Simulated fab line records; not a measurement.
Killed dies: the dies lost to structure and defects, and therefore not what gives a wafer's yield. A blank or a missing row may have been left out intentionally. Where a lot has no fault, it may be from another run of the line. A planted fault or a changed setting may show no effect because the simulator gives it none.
One fault seen from 2 desks -- flow nand_harc -- each desk holds nothing but its own numbers, with what lay behind them at the end

THE METROLOGY DESK
Lot by lot, what the gauges showed, no matter which tool ran the lot: averages of those sampled wafers that carry a number. The brackets show how far a lot's mean lies from the usual mean; more than 4 standard deviations puts the lot out of limits, marked OUT.
Columns: A = cd_nm at NHARC_THIN_TSV_CD_MEAS_33, usual 4999.3 nm
lot,first seen here,A
L601,day 19 15:23,4997.2
L602,day 19 16:19,4998.8
L603,day 19 17:45,5000.7
L605,day 20 15:58,4998.6
L609,day 21 05:14,4998.7
L615,day 22 19:45,5000.0
L618,day 23 11:40,4999.2
L620,day 23 12:43,5000.2
L619,day 23 16:10,4998.6
L621,day 24 08:22,4997.8
L622,day 24 09:25,4999.2
L623,day 24 23:16,4998.4
Finding of this desk: none of the 12 lots has anything out of limits.

AT THE TOOL OWNER'S DESK: rie_metal-02
The tool's own readings at NHARC_THIN_TSV_ETCH_36 (etches the open film in Cl2/BCl3, target depth 65 nm, time 18.571 s): means of the sampled wafers that have a number, for each lot that ran on this tool. The brackets show how far a lot's mean lies from the usual mean; more than 4 standard deviations puts the lot out of limits, marked OUT.
Columns: A = drypump_motor_current_A at NHARC_THIN_TSV_ETCH_36, usual 5.6 A; B = oes_product_au at NHARC_THIN_TSV_ETCH_36, usual 0.999 a.u.
lot,first seen here,A,B
L602,day 19 16:52,4.9,0.998
L603,day 19 18:18,5.3,0.993
L605,day 20 16:31,5.7,0.998
L609,day 21 05:47,5.3,1.007
L615,day 22 20:17,5.7,0.990
L620,day 23 13:16,5.3,0.955 (-5.1) OUT
L619,day 23 16:44,5.7,0.951 (-5.7) OUT
This desk's finding: out of limits on L619, L620; first on L620, day 23 13:16 (oes_product_au at NHARC_THIN_TSV_ETCH_36). L602, L603, L605, L609, L615 stayed within limits.

ALL TOGETHER
On L619, L620, at day 23 13:16, an alarm was possible from the tool owner's desk.
From the metrology desk's view, nothing was out of limits.
The metrology desk has L619, L620 on record, within its limits.
The lots listed all ran NHARC_THIN_TSV_ETCH_36 on rie_metal-02.

WHAT THE SIMULATOR HAD PUT IN
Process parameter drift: rie_metal-02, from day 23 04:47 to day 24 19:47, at NHARC_THIN_TSV_ETCH_36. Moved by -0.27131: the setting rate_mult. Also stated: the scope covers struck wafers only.
Shown lots that were struck: L619, L620.
Hours from the fault's start to each desk's first reading out of limits: the tool owner's desk, 8.
